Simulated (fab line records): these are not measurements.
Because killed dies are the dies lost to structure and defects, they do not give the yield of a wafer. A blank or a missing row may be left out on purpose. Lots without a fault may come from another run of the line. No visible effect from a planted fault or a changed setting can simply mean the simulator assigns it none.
Matching of chambers -- flow n5-finfet -- 4 sister chambers for N5_BEOL_M0_STRIP_140 on rie-diel-06
The step strips in CF4. 20 wafers are shown with their chamber, then 10 later ones without.

WAFERS WITH THEIR CHAMBER
wafer,chamber,showerhead-plenum-p-Torr (Torr),throttle-valve-pct (%),oes-product-au (a.u.)
L074.1,3,1.84,13.77,0.70
L074.3,0,1.84,13.18,0.91
L074.5,3,1.84,13.76,0.70
L081.1,1,1.77,13.94,0.69
L081.4,3,1.83,13.75,0.69
L081.5,3,1.83,13.77,0.69
L082.2,3,1.83,13.78,0.69
L082.4,3,1.83,13.78,0.70
L082.5,0,1.83,13.22,0.88
L083.1,1,1.77,13.99,0.67
L083.3,3,1.83,13.79,0.69
L083.4,3,1.83,13.81,0.69
L086.2,1,1.77,14.01,0.66
L086.4,0,1.83,13.24,0.87
L086.5,2,1.78,13.51,0.95
L087.1,2,1.78,13.52,0.94
L087.5,1,1.77,14.02,0.67
L087.6,0,1.83,13.24,0.86
L088.4,2,1.78,13.47,0.94
L088.5,2,1.78,13.49,0.95

SIGNATURES (means of the wafers above)
reading,chamber 0,chamber 1,chamber 2,chamber 3,scatter within a chamber
showerhead-plenum-p-Torr,1.8325,1.7700,1.7800,1.8325,0.00375
throttle-valve-pct,13.2200,13.9900,13.4975,13.7762,0.0251
oes-product-au,0.8800,0.6725,0.9450,0.6937,0.0116
Rule: a wafer lies at a distance from a chamber equal to the root of the sum of squares, over the readings, of (its reading less the chamber's mean, divided by the reading's scatter). If the next closest chamber is less than 2 further off than the closest, the wafer can't be placed; otherwise it belongs to the closest. The scatter: the root of (the sum of the squares of (reading less its chamber's mean) over the shown wafers, divided by (wafers less chambers)).

WAFERS WHOSE CHAMBER IS MISSING
wafer,showerhead-plenum-p-Torr (Torr),throttle-valve-pct (%),oes-product-au (a.u.)
L088.6,1.77,14.01,0.66
L092.2,1.83,13.24,0.85
L092.4,1.77,14.02,0.66
L092.5,1.83,13.26,0.85
L096.1,1.83,13.28,0.85
L096.4,1.83,13.25,0.85
L096.6,1.78,13.51,0.88
L095.2,1.83,13.26,0.85
L095.4,1.82,13.86,0.68
L095.5,1.78,13.52,0.90

THE CHAMBER EACH PASSED THROUGH
wafer,from the rows above,in truth
L088.6,1,1
L092.2,0,0
L092.4,1,1
L092.5,0,0
L096.1,0,0
L096.4,0,0
L096.6,2,2
L095.2,0,0
L095.4,3,3
L095.5,2,2
10 of 10 placed correctly. Left unplaced by these rows: 0. Number placed wrongly: 0.
